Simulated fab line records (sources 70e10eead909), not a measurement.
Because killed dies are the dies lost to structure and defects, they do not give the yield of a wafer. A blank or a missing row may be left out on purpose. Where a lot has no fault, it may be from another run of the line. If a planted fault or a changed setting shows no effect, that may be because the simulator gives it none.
Matching of chambers | flow nand-harc | rie-diel-13 running NHARC_A_CONTACT_ETCH_102: 4 sister chambers
The step etches the open film in CF4/O2, target depth 70 nm, overetch 7 nm, time 38.5 s. 14 wafers are shown with their chamber, then 7 later ones without.

== WAFERS WITH THEIR CHAMBER ==
wafer  | chamber | drypump-motor-current-A (A) | showerhead-plenum-p-Torr (Torr) | throttle-valve-pct (%)
L077.2 | 0       | 5.7                         | 1.33                            | 13.395
L077.3 | 2       | 5.9                         | 1.26                            | 13.395
L077.5 | 0       | 5.7                         | 1.33                            | 13.393
L076.2 | 0       | 5.7                         | 1.33                            | 13.395
L076.4 | 2       | 5.9                         | 1.26                            | 13.392
L076.6 | 0       | 5.7                         | 1.33                            | 13.401
L079.1 | 2       | 5.9                         | 1.26                            | 13.400
L079.2 | 1       | 6.7                         | 1.31                            | 13.414
L079.4 | 0       | 5.7                         | 1.33                            | 13.391
L083.1 | 2       | 5.9                         | 1.26                            | 13.398
L083.2 | 3       | 6.2                         | 1.30                            | 13.420
L083.5 | 1       | 6.6                         | 1.31                            | 13.398
L088.1 | 0       | 5.7                         | 1.32                            | 13.410
L088.2 | 1       | 6.6                         | 1.30                            | 13.398

SIGNATURES, as means of the wafers listed above
reading                  | chamber 0 | chamber 1 | chamber 2 | chamber 3 | scatter within a chamber
drypump-motor-current-A  | 5.700     | 6.633     | 5.900     | 6.200     | 0.0258
showerhead-plenum-p-Torr | 1.3283    | 1.3067    | 1.2600    | 1.3000    | 0.00387
throttle-valve-pct       | 13.39750  | 13.40333  | 13.39625  | 13.42000  | 0.00672
Rule: for a wafer and a chamber, the distance is found by dividing, reading by reading, the gap between the wafer's reading and the chamber's mean by the reading's scatter, squaring, summing and taking the root. The wafer belongs to the nearest chamber; if the next one is less than 2 further off, it can't be placed. The scatter: take each reading less its chamber's mean, square it, sum over the shown wafers, divide by the number of wafers less the number of chambers, and take the root.

== WAFERS WHOSE CHAMBER IS MISSING ==
wafer  | drypump-motor-current-A (A) | showerhead-plenum-p-Torr (Torr) | throttle-valve-pct (%)
L088.4 | 5.9                         | 1.26                            | 13.404
L094.1 | 6.2                         | 1.30                            | 13.404
L094.3 | 5.8                         | 1.26                            | 13.388
L094.4 | 6.6                         | 1.30                            | 13.395
L097.1 | 6.6                         | 1.30                            | 13.392
L097.3 | 5.7                         | 1.32                            | 13.387
L097.5 | 5.8                         | 1.25                            | 13.405

== WHICH CHAMBER EACH WENT THROUGH ==
wafer  | from the rows above | in truth
L088.4 | 2                   | 2
L094.1 | 3                   | 3
L094.3 | 2                   | 2
L094.4 | 1                   | 1
L097.1 | 1                   | 1
L097.3 | 0                   | 0
L097.5 | 2                   | 2
Correct placement for 7 of the 7. Left unplaced by these rows: 0. 0 placed wrongly.
